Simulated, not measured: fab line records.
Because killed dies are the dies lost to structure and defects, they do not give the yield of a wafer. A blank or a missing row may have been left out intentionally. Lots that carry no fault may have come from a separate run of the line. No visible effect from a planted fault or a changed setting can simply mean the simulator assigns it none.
Struck lot and sound lot, side by side -- flow nandHarc -- 15 steps out of a route of 1302
Sound: wafers L389.1, L389.2, L389.3. Struck: wafer L382.4 (left out: L382.2, L382.5 of the same lot, which were not struck); the cause appears at the end.
Order at every step that has rows: each side's tool, ch and its chambers, its first start. Under that, the readings that differ: sound wafers -- struck wafers -- difference of the means -- sigmas: that difference in standard deviations of wafers without a fault.
alike: readings whose means differ by less than 2 such deviations, and words and numbers that are the same on both sides. not compared: withheld readings, readings that some wafer has no value for, bounds like >300 that may hide the same value, and numbers for which the record gives no deviation and whose values overlap.
A row with sigmas, a row that says differs or no value, or rows on one side alone: a step with any of these is where the two part. Numbers that have no deviation but don't overlap get no sigmas and don't part them. A reading missing from all wafers of one side parts the sides only when that side holds two or more wafers.

first, 1 step without rows for these wafers: NHARC_A_ONON_D1_DEP_00 (target thk 1000 nm).
NHARC_A_ONON_D1_THK_MEAS_02: measures by ellipsometry.
  sound on filmMetro-01 at day 14 06:07; struck on filmMetro-01 at day 10 20:05
  alike: thkNm
next comes 1 step that has no rows for these wafers: NHARC_A_ONON_D1_DEP_03 (target thickness 1000 nm).
NHARC_A_ONON_D1_THK_MEAS_05: measures by ellipsometry.
  sound on filmMetro-01 at day 14 06:41; struck on filmMetro-02 at day 10 20:39
  alike: thkNm
next comes 1 step that has no rows for these wafers: NHARC_A_ONON_D1_DEP_06 (target thickness 1000 nm).
NHARC_A_ONON_D1_THK_MEAS_08: measures by ellipsometry.
  sound on filmMetro-02 at day 14 07:15; struck on filmMetro-01 at day 10 21:13
  alike: thkNm
next comes 1 step that has no rows for these wafers: NHARC_A_ONON_D1_DEP_09 (target thickness 1000 nm).
NHARC_A_ONON_D1_THK_MEAS_11: measures by ellipsometry.
  sound on filmMetro-01 at day 14 07:49; struck on filmMetro-02 at day 10 21:47
  alike: thkNm
next comes 1 step that has no rows for these wafers: NHARC_A_ONON_D1_DEP_12 (target thickness 1000 nm).
NHARC_A_ONON_D1_THK_MEAS_14: measures by ellipsometry.
  sound on filmMetro-02 at day 14 08:22; struck on filmMetro-02 at day 10 22:22
  alike: thkNm
then, 1 step without rows for these wafers: NHARC_A_ONON_D1_ANNEAL_15 (time 3600 s).
NHARC_A_ONON_D1_DEP_16: target thk 1000 nm.
  sound on pecvdOnon-04 ch 0, day 14 16:00; struck on pecvdOnon-01 ch 0, day 11 05:29
NHARC_A_ONON_D1_THK_MEAS_18: measures by ellipsometry.
  sound on filmMetro-02 at day 14 16:31; struck on filmMetro-01 at day 11 05:56
reading,sound,struck,difference,sigmas
thkNm (nm),1018 1017 1018,696,-322,-35
next comes 1 step that has no rows for these wafers: NHARC_A_ONON_D1_DEP_19 (target thickness 1000 nm).
-- jump in the record: it breaks off in module A_ONON_D1 and resumes in module END (first step shown: number 1302 of the route), and 16 days separate the struck wafers' starts before and after --
NHARC_END_SORT_01:
  sound on prober-01 ch 0, day 31 04:52; struck on prober-01 ch 0, day 27 16:36
reading,sound,struck,difference,sigmas
killedAtArray,69 58 61,672,+609,+36
killedDies,71 60 63,677,+612,+34
  alike: killedAtOther, killedAtPeriphery, killedOpen, killedShort

## WHERE THEY PART
Earliest at NHARC_A_ONON_D1_THK_MEAS_18; latest, in this record, at NHARC_END_SORT_01.

WHY: what had been put in by the simulator
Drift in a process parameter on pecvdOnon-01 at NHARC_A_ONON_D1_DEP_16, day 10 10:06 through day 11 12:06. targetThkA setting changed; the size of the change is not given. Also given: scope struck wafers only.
